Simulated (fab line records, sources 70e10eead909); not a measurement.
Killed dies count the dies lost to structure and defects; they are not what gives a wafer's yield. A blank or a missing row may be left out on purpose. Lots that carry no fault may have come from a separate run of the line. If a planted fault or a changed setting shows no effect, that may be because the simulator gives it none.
fab line records	flow nandHarc
record lots=5	wafers=15	lastDay=32
route steps=1302 shown A_STAIRCASE@641 END@1302
lots untouched by any fault: they come from a run of this same line in which no faults occurred
startH: hours from the record's first day to the start of the lot's first wafer shown	waitH: how many hours have passed since the lot's step before this one	" same as the row above	L1.1+2: a row that stands for several wafers	- value missing, or start not given	* or withheld: withheld	< > ~ a bound
route shown NAME@n: a module of which the file shows steps, and the number in the route of the first	usual: average and standard deviation across the fault-free wafers	same: alike in all rows	chamber/n: place in a boat	sites: readings site by site	_std_site: how widely they spread, as a standard deviation	_edge_site: mean of outer sites minus mean of inner sites	radiusMm: for every site, how far away it sits from the centre of the wafer	mask NAME#n: copy n	behind: the most recent tool/chamber to have shaped the wafer	hold: why the lot went on hold/how many hours it stayed there/how the hold came to an end	device: which transistor (n, p or np) failed to switch	end of line: at the end of the route, the tests of the same wafers	a step given without rows: its recipe and nothing more	killed: at the first sort, the dies lost to defects and structure; wafer yield is something else	map: per-die view of a wafer (x killed, . not killed, _ where there is no die)
set.NAME: the setting the step ran with; set.NAME@STEP: the setting that earlier step ran with	model.NAME: the simulator's own value behind a step, which no gauge read
lots at selected steps of the route; one table per step, one row per wafer
services: when a tool's chamber went out of use (startH, in hours from the record's first day, below 0 if earlier), for how many hours, and the reason
## steps
# step NHARC_A_STAIRCASE_HMDS_159
# recipe timeS=30
# step NHARC_A_STAIRCASE_COAT_160
# recipe spinRpm=1200
# step NHARC_A_STAIRCASE_SOFTBAKE_161
# recipe tempC=135	timeS=170
# step NHARC_A_STAIRCASE_EBR_162
# step NHARC_A_STAIRCASE_EXPOSE_163
# recipe na=0.5	doseMj=20.01	maskId=STAIR_OPEN
# step NHARC_A_STAIRCASE_PEB_164
# recipe pebTempC=115	pebTimeS=130
# step NHARC_A_STAIRCASE_DEVELOP_165
# recipe timeS=140
# step NHARC_A_STAIRCASE_HARDBAKE_167
# recipe tempC=120	timeS=140
# step NHARC_A_STAIRCASE_DESCUM_168
# recipe timeS=3	o2FlowSccm=200	arFlowSccm=0	biasPowerW=0	chemistry=O2
# usual drypumpMotorCurrentA=6.11/0.28	oesProductAu=1.000/0.0089	rfVppV=57.8/0.99	showerheadPlenumPTorr=1.92/0.1	throttleValvePct=11.311/0.0088
lot.wafer	tool	chamber	startH	waitH	drypumpMotorCurrentA	oesProductAu	rfHoursCounterH	rfVppV	showerheadPlenumPTorr	throttleValvePct
L504.3	rieDiel-05	2	339.29	-	6.11	0.994	30	56.7	1.83	11.317
L504.4	"	0	"	"	5.80	1.014	35	57.5	1.89	11.311
L504.1	"	1	"	"	6.07	0.995	31	57.0	1.87	11.308
L509.1	rieDiel-09	2	403.89	-	6.28	0.999	26	58.0	1.82	11.315
L509.5	"	0	"	"	6.38	1.003	-	58.0	1.81	11.291
L509.6	"	1	"	"	5.54	0.985	-	57.6	2.03	11.327
L513.1	rieDiel-08	1	445.47	-	5.90	1.002	22	60.0	2.05	11.308
L513.4	"	0	"	"	6.41	1.001	21	57.2	1.93	11.313
L513.5	"	1	"	"	5.94	1.010	-	58.8	2.05	11.291
L517.2	rieDiel-05	0	490.50	-	5.82	0.996	14	57.3	1.87	11.314
L517.6	"	3	"	"	6.41	0.987	-	58.8	2.07	11.293
L517.5	"	0	"	"	5.84	0.992	-	59.1	1.87	11.301
L524.3	rieDiel-08	1	558.25	-	5.93	1.009	0	59.2	2.04	11.311
L524.2	"	3	"	"	6.27	1.023	0	55.3	1.82	11.303
L524.5	"	1	"	"	5.93	1.018	-	59.2	2.04	11.318
# step NHARC_A_STAIRCASE_ETCH_169
# recipe targetDepthA=500	timeS=107.1	ionEnergyEv=120	ch3fFlowSccm=50	o2FlowSccm=30	arFlowSccm=200	rfW=500	biasW=100	chemistry=CH3F/O2
# step NHARC_A_STAIRCASE_ETCH_170
# recipe targetDepthA=2000	timeS=66.667	ionEnergyEv=250	c4f6FlowSccm=25	o2FlowSccm=20	arFlowSccm=500	rfW=600	biasW=500	chemistry=C4F6/O2
# usual biasW=500.0/1.5	drypumpMotorCurrentA=6.14/0.27	oesProductAu=0.974/0.013	rfVppV=547/4	showerheadPlenumPTorr=3.93/0.19	throttleValvePct=26.904/0.0088
lot.wafer	tool	chamber	startH	waitH	biasW	drypumpMotorCurrentA	oesProductAu	rfHoursCounterH	rfVppV	showerheadPlenumPTorr	throttleValvePct
L504.1	rieDiel-05	2	-	-	498.7	6.14	0.973	30	544	3.78	26.901
L504.4	"	3	"	"	498.1	6.42	0.976	34	541	3.66	26.890
L504.3	"	0	"	"	499.0	5.86	0.992	35	546	3.87	26.911
L509.1	rieDiel-09	1	-	-	498.3	5.56	0.941	25	551	4.14	26.905
L509.5	"	1	"	"	500.1	5.57	0.945	-	550	4.14	26.907
L509.6	"	2	"	"	503.1	6.34	0.942	-	544	3.75	26.914
L513.4	rieDiel-08	0	-	-	500.1	6.43	0.972	21	548	3.95	26.909
L513.1	"	2	"	"	499.8	6.33	0.978	20	552	4.21	26.895
L513.5	"	0	"	"	501.2	6.40	0.969	-	547	3.95	26.903
L517.2	rieDiel-05	1	-	-	501.3	6.06	0.959	25	545	3.81	26.889
L517.6	"	3	"	"	501.4	6.40	0.969	-	553	4.21	26.893
L517.5	"	0	"	"	500.0	5.83	0.977	-	545	3.85	26.902
L524.3	rieDiel-08	1	-	-	500.4	5.93	0.985	0	550	4.15	26.922
L524.2	"	3	"	"	498.0	6.28	0.986	0	543	3.76	26.919
L524.5	"	1	"	"	498.0	5.92	0.986	-	551	4.15	26.888
# step NHARC_A_STAIRCASE_STRIP_171
# recipe powerW=1500	tempC=250	chemistry=O2
# usual drypumpMotorCurrentA=6.1/0.61	heaterPowerW=351/34
lot.wafer	tool	chamber	startH	waitH	drypumpMotorCurrentA	heaterPowerW	rfHoursCounterH
L504.1	plasmaAsher-01	1	339.71	-	6.4	388	37
L504.4	"	0	"	"	6.6	358	-
L504.3	"	1	"	"	6.4	381	-
L509.1	plasmaAsher-01	1	404.18	-	6.4	370	10
L509.6	"	1	"	"	6.4	371	-
L509.5	"	0	"	"	6.6	395	-
L513.1	plasmaAsher-02	0	445.81	-	5.1	354	3
L513.4	"	1	"	"	6.3	301	-
L513.5	"	1	"	"	6.3	299	-
L517.2	plasmaAsher-02	1	490.86	-	6.3	304	11
L517.6	"	0	"	"	5.1	347	-
L517.5	"	1	"	"	6.3	299	-
L524.2	plasmaAsher-01	0	558.61	-	6.7	366	6
L524.3	"	1	"	"	6.4	395	-
L524.5	"	1	"	"	6.4	402	-
# step NHARC_A_STAIRCASE_STRIP_172
# recipe timeS=900	tempC=130	chemistry=SPM
# step NHARC_A_STAIRCASE_PRECLEAN_173
# recipe timeS=*	tempC=50	bathAgeMin=0	chemistry=SC1
# step NHARC_A_STAIRCASE_SRD_174
# step NHARC_A_STAIRCASE_DEHYDRATE_01
# recipe tempC=150	timeS=120
# step NHARC_A_STAIRCASE_HMDS_02
# recipe timeS=30
# step NHARC_A_STAIRCASE_COAT_03
# recipe spinRpm=1200
# step NHARC_A_STAIRCASE_SOFTBAKE_04
# recipe tempC=135	timeS=170
# step NHARC_A_STAIRCASE_EBR_05
# step NHARC_A_STAIRCASE_EXPOSE_06
# recipe na=0.5	doseMj=25.43	maskId=STAIR
# step NHARC_A_STAIRCASE_PEB_07
# recipe pebTempC=115	pebTimeS=130
# step NHARC_A_STAIRCASE_DEVELOP_08
# recipe timeS=140
# step NHARC_A_STAIRCASE_HARDBAKE_10
# recipe tempC=120	timeS=140
# step NHARC_A_STAIRCASE_DESCUM_11
# recipe timeS=3	o2FlowSccm=200	arFlowSccm=0	biasPowerW=0	chemistry=O2
# step NHARC_A_STAIRCASE_TRIM_12
# recipe timeS=211.2	o2FlowSccm=500	arFlowSccm=0	biasW=0	chemistry=O2
# step NHARC_A_STAIRCASE_ETCH_13
# recipe targetDepthA=1000	timeS=40.5	ionEnergyEv=400	c4f8FlowSccm=20	o2FlowSccm=10	arFlowSccm=withheld	rfW=600	biasW=1000	chemistry=C4F8/O2
# step NHARC_A_STAIRCASE_TRIM_14
# recipe timeS=211.2	o2FlowSccm=500	arFlowSccm=0	biasW=0	chemistry=O2
# usual drypumpMotorCurrentA=6.19/0.24	oesProductAu=0.999/0.0092	rfVppV=57.7/0.9	showerheadPlenumPTorr=3.55/0.17	throttleValvePct=17.036/0.0093
# same biasW=0
lot.wafer	tool	chamber	startH	waitH	drypumpMotorCurrentA	oesProductAu	rfHoursCounterH	rfVppV	showerheadPlenumPTorr	throttleValvePct
L504.3	rieDiel-05	2	-	-	6.12	0.994	31	57.6	3.39	17.052
L504.4	"	3	"	"	6.39	1.002	35	57.7	3.29	17.037
L504.1	"	1	"	"	6.07	0.996	33	57.2	3.45	17.030
L509.1	rieDiel-09	1	-	-	5.56	0.995	25	57.6	3.73	17.022
L509.5	"	3	"	"	6.01	1.014	-	59.4	3.66	17.029
L509.6	"	0	"	"	6.45	1.005	-	58.3	3.35	17.030
L513.4	rieDiel-05	0	-	-	5.83	1.005	12	57.7	3.46	17.039
L513.1	"	3	"	"	6.43	0.989	11	59.4	3.80	17.043
L513.5	"	0	"	"	5.85	1.006	-	58.2	3.46	17.038
L517.2	rieDiel-08	0	-	-	6.40	0.993	40	57.8	3.54	17.035
L517.5	"	2	"	"	6.34	0.980	-	58.3	3.79	17.021
L517.6	"	3	"	"	6.29	0.981	-	57.3	3.39	17.038
L524.3	rieDiel-08	1	-	-	5.95	1.009	0	59.0	3.74	17.054
L524.2	"	3	"	"	6.30	1.005	0	58.0	3.38	17.033
L524.5	"	1	"	"	5.94	0.999	-	58.2	3.74	17.034
# step NHARC_A_STAIRCASE_ETCH_15
# recipe targetDepthA=1000	timeS=40.5	ionEnergyEv=400	c4f8FlowSccm=20	o2FlowSccm=10	arFlowSccm=withheld	rfW=600	biasW=1000	chemistry=C4F8/O2
# step NHARC_A_STAIRCASE_TRIM_16
# recipe timeS=211.2	o2FlowSccm=500	arFlowSccm=0	biasW=0	chemistry=O2
# step NHARC_A_STAIRCASE_ETCH_17
# recipe targetDepthA=1000	timeS=40.5	ionEnergyEv=400	c4f8FlowSccm=20	o2FlowSccm=10	arFlowSccm=withheld	rfW=600	biasW=1000	chemistry=C4F8/O2
# step NHARC_A_STAIRCASE_TRIM_18
# recipe timeS=211.2	o2FlowSccm=500	arFlowSccm=0	biasW=0	chemistry=O2
# step NHARC_A_STAIRCASE_ETCH_19
# recipe targetDepthA=1000	timeS=40.5	ionEnergyEv=400	c4f8FlowSccm=20	o2FlowSccm=10	arFlowSccm=withheld	rfW=600	biasW=1000	chemistry=C4F8/O2
# step NHARC_A_STAIRCASE_TRIM_20
# recipe timeS=211.2	o2FlowSccm=500	arFlowSccm=0	biasW=0	chemistry=O2
# usual drypumpMotorCurrentA=6.14/0.26	oesProductAu=1.000/0.0082	rfVppV=57.9/0.88	showerheadPlenumPTorr=3.52/0.17	throttleValvePct=17.037/0.0094
# same biasW=0
lot.wafer	tool	chamber	startH	waitH	drypumpMotorCurrentA	oesProductAu	rfHoursCounterH	rfVppV	showerheadPlenumPTorr	throttleValvePct
L504.3	rieDiel-05	0	342.54	0.1	5.83	1.009	37	57.4	3.48	17.033
L504.1	"	1	"	"	6.06	1.004	34	56.3	3.45	17.044
L504.4	"	2	"	"	6.11	0.992	32	59.9	3.39	17.031
L509.1	rieDiel-09	2	406.92	0.1	6.27	1.000	27	57.9	3.37	17.048
L509.6	"	3	"	"	6.00	1.008	-	58.2	3.66	17.039
L509.5	"	0	"	"	6.45	1.010	-	57.5	3.35	17.055
L513.1	rieDiel-09	0	448.58	0.1	6.38	1.007	38	58.3	3.34	17.020
L513.4	"	2	"	"	6.30	0.995	37	57.6	3.36	17.039
L513.5	"	1	"	"	5.56	0.996	-	59.1	3.72	17.028
L517.2	rieDiel-05	1	495.54	0.1	6.08	0.996	27	56.3	3.42	17.030
L517.6	"	1	"	"	6.08	0.982	-	58.6	3.42	17.034
L517.5	"	2	"	"	6.12	1.004	-	56.4	3.37	17.035
L524.3	rieDiel-08	1	561.10	0.1	5.93	1.004	1	58.7	3.74	17.033
L524.2	"	2	"	"	6.33	1.008	1	59.6	3.78	17.039
L524.5	"	3	"	"	6.29	1.004	-	58.5	3.38	17.043
# step NHARC_A_STAIRCASE_ETCH_21
# recipe targetDepthA=1000	timeS=40.5	ionEnergyEv=400	c4f8FlowSccm=20	o2FlowSccm=10	arFlowSccm=withheld	rfW=600	biasW=1000	chemistry=C4F8/O2
# step NHARC_A_STAIRCASE_TRIM_22
# recipe timeS=211.2	o2FlowSccm=500	arFlowSccm=0	biasW=0	chemistry=O2
# step NHARC_A_STAIRCASE_ETCH_23
# recipe targetDepthA=1000	timeS=40.5	ionEnergyEv=400	c4f8FlowSccm=20	o2FlowSccm=10	arFlowSccm=withheld	rfW=600	biasW=1000	chemistry=C4F8/O2
# step NHARC_A_STAIRCASE_TRIM_24
# recipe timeS=211.2	o2FlowSccm=500	arFlowSccm=0	biasW=0	chemistry=O2
# step NHARC_A_STAIRCASE_ETCH_25
# recipe targetDepthA=1000	timeS=40.5	ionEnergyEv=400	c4f8FlowSccm=20	o2FlowSccm=10	arFlowSccm=withheld	rfW=600	biasW=1000	chemistry=C4F8/O2
# usual biasW=1000/3.1	oesProductAu=0.944/0.012	rfVppV=896/6.4
lot.wafer	tool	chamber	startH	waitH	biasW	oesProductAu	rfHoursCounterH	rfVppV
L504.3	rieDiel-05	3	-	-	1004	0.940	36	887
L504.4	"	0	"	"	1000	0.946	38	894
L504.1	"	2	"	"	1002	0.925	32	891
L509.1	rieDiel-09	3	-	-	997	0.951	26	901
L509.5	"	0	"	"	1000	0.935	-	890
L509.6	"	1	"	"	1001	0.928	-	904
L513.4	rieDiel-09	2	-	-	1001	0.965	38	889
L513.1	"	3	"	"	997	0.952	40	901
L513.5	"	1	"	"	1001	0.950	-	903
L517.2	rieDiel-05	1	-	-	1005	0.922	27	892
L517.5	"	2	"	"	1004	0.933	-	891
L517.6	"	3	"	"	1003	0.940	-	904
L524.2	rieDiel-08	3	-	-	998	0.961	1	889
L524.3	"	0	"	"	998	0.932	1	896
L524.5	"	3	"	"	1002	0.960	-	891
# step NHARC_END_SORT_01
# recipe tempC=25
# usual killedAtArray=59/20	killedAtOther=0.8/1.2	killedAtPeriphery=3.5/2.2	killedDies=63/20	killedOpen=3.3/1.8	killedShort=2.6/1.7
# same grossDies=677
lot.wafer	tool	chamber	startH	waitH	killedAtArray	killedAtOther	killedAtPeriphery	killedDies	killedOpen	killedShort
L513.1	prober-02	0	650.51	2.5	84	3	1	88	4	1
L513.4	prober-02	0	652.88	3.4	84	2	2	88	2	4
L513.5	prober-02	0	653.68	3.7	89	3	3	95	2	2
L517.2	prober-01	0	693.93	2.8	114	3	0	117	2	2
L517.5	prober-01	0	696.34	3.7	121	5	2	128	3	2
L517.6	prober-01	0	697.14	4.0	32	5	3	40	7	4
L524.2	prober-02	0	769.77	2.8	50	2	8	60	4	2
# killed by level:class
L513.1 A_SLIT:chamberFilmFlake=36 A_CHANNEL_HOLE_D1:chamberFilmFlake=25 A_CHANNEL_HOLE_D2:chamberFilmFlake=11 THIN_TSV:chamberFilmFlake=3 A_DECK1_JOINT:chamberFilmFlake=2 A_CONTACT:chamberFilmFlake=2 A_CHANNEL_HOLE_D1:geometricParticle:open=1 A_ONON_D2:geometricParticle:open=1
L513.4 A_CHANNEL_HOLE_D1:chamberFilmFlake=32 A_SLIT:chamberFilmFlake=28 A_CHANNEL_HOLE_D2:chamberFilmFlake=15 A_ONON_D2:geometricParticle:short=2 A_BONDPAD:chamberFilmFlake=2 THIN_TSV:chamberFilmFlake=2 P_CONTACT:geometricParticle:open=1 A_CHANNEL_FILL_D1:geometricParticle:short=1
L513.5 A_SLIT:chamberFilmFlake=32 A_CHANNEL_HOLE_D1:chamberFilmFlake=28 A_CHANNEL_HOLE_D2:chamberFilmFlake=20 A_DECK1_JOINT:chamberFilmFlake=2 A_CONTACT:chamberFilmFlake=2 THIN_TSV:chamberFilmFlake=2 P_GATE:geometricParticle:open=1 A_ONON_D2:geometricParticle:open=1
L517.2 A_STAIRCASE:unspecified=88 A_CHANNEL_HOLE_D1:chamberFilmFlake=6 A_CONTACT:chamberFilmFlake=6 A_SGD_CUT:chamberFilmFlake=4 A_SLIT:chamberFilmFlake=3 THIN_TSV:chamberFilmFlake=3 A_WL_FILL:chamberFilmFlake=2 A_DECK1_JOINT:geometricParticle:open=1
L517.5 A_STAIRCASE:unspecified=93 A_CHANNEL_HOLE_D1:chamberFilmFlake=10 A_SGD_CUT:chamberFilmFlake=4 A_CONTACT:chamberFilmFlake=4 THIN_TSV:chamberFilmFlake=4 A_CHANNEL_FILL_D2:chamberFilmFlake=2 A_SLIT:chamberFilmFlake=2 A_SOURCE_PLATE:geometricParticle:open=1
L517.6 A_CONTACT:chamberFilmFlake=6 A_CHANNEL_HOLE_D1:chamberFilmFlake=5 A_SGD_CUT:chamberFilmFlake=5 THIN_TSV:chamberFilmFlake=5 A_SLIT:chamberFilmFlake=3 A_BLC:geometricParticle:open=2 A_WL_FILL:chamberFilmFlake=2 P_M1:geometricParticle:open=1
L524.2 A_CHANNEL_HOLE_D1:chamberFilmFlake=25 A_SLIT:chamberFilmFlake=10 A_STAIRCASE:chamberFilmFlake=9 P_GATE:chamberFilmFlake=4 P_ZERO_WELL:chamberFilmFlake=2 P_CONTACT:geometricParticle:open=1 A_CHANNEL_FILL_D2:geometricParticle:open=1 A_CHANNEL_FILL_D2:geometricParticle:short=1
# map L517.5 (x killed, . not)
____________.____________
_________.x....._________
_______..........._______
______.....x.......______
_____..............._____
____.....x...........____
____.................____
___...................___
___................x..___
__..............x....x.__
__...............x..x..__
_..................xxxx._
_................xxxxxx._
_...............xxxxxxxx_
_...............xxxxxxxx_
_.......x......x.xxxxxxx_
.....x.......x..xxxxxxxxx
......x......x..xxxxxxxxx
.....x.........x.xxxxxxxx
.......x........x.xxxxxxx
....x..x.........xxxxxxx.
_....xx...x......xxxxxx._
_....xx..........x.xxx.._
_...xxx.....x......x...._
_.................x....._
_.....x.x..x.....x......_
__..x..................__
__.......x.x..........x__
___...................___
___.................x.___
____..............x..____
____..........x......____
_____..............._____
______..x........xx______
_______..........._______
_________......._________
____________.____________
# map L513.5 (x killed, . not)
____________.____________
_________......._________
_______..........._______
______....x........______
_____..x............_____
____.....x...........____
____........x........____
___...................___
___.......x...........___
__.....................__
__..x...............xx.__
_..................xxxxx_
_.................x..xxx_
_...................xxxx_
_.....xx............xxxx_
_.........xx...x....xxxx_
.....x..x.x.........x..xx
.....x..xxx.x..........xx
.x.....xxxxx.............
...x..xxxxxx.............
...x..xxxxxx.............
_.x.xxxx.xx.x..........._
_..x..xxxx.........x...._
_..xxxx.x..............._
_.....x.x.x............._
_...xx.................._
__...x.x...............__
__.......x.............__
___...................___
___...................___
____.................____
____.................____
_____..............._____
______.............______
_______.......x..._______
_________......._________
____________.____________
## services
tool	chamber	startH	hours	kind
rieDiel-09	-	321.03	9.0	pm
rieDiel-05	0	336.82	-	clean
rieDiel-05	1	336.82	-	clean
rieDiel-05	2	336.82	-	clean
rieDiel-05	3	336.82	-	clean
plasmaAsher-01	-	342.15	9.0	pm
rieDiel-05	1	344.18	2.7	repair
rieDiel-05	0	361.33	-	clean
rieDiel-05	1	361.33	-	clean
rieDiel-05	2	361.33	-	clean
rieDiel-05	3	361.33	-	clean
rieDiel-08	-	370.21	9.0	pm
rieDiel-05	0	385.83	-	clean
rieDiel-05	-	406.94	9.0	pm
rieDiel-08	3	412.08	4.3	repair
plasmaAsher-02	-	426.00	9.0	pm
rieDiel-05	1	427.45	4.4	repair
rieDiel-05	0	450.35	27.5	repair
rieDiel-08	1	488.52	14.4	repair
rieDiel-09	-	498.03	9.0	pm
plasmaAsher-01	-	519.15	9.0	pm
rieDiel-09	1	527.53	4.6	repair
plasmaAsher-01	-	529.12	5.2	repair
rieDiel-08	-	547.21	9.0	pm
## key
firstSign step=NHARC_END_SORT_01	reading=killedDies	direction=up	sigmas=3	usual=63	struck=122
effect step=NHARC_END_SORT_01	reading=killedAtArray	direction=up	sigmas=3	usual=59	struck=118
moreKillsBornAt NHARC_A_STAIRCASE_STRIP_171@plasmaAsher-02=181
metAt NHARC_A_STAIRCASE_STRIP_171
struckWafers L517.2,L517.5
testerLeftOut L517
onsetBetween 445.81 490.86
fault kind=chamberParticleSource	tool=plasmaAsher-02	chamber=1	onsetH=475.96	steps=NHARC_A_STAIRCASE_STRIP_171	ratePerVisitCm2=1.3835	endH=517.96
# testerLeftOut: of these lots the tester's yield and bins aren't shown, on N5 and GAA mostly nor the transistor test; their killed dies are dies lost to structure and defects alone, not to doping, threshold or leakage, so they don't give the yield
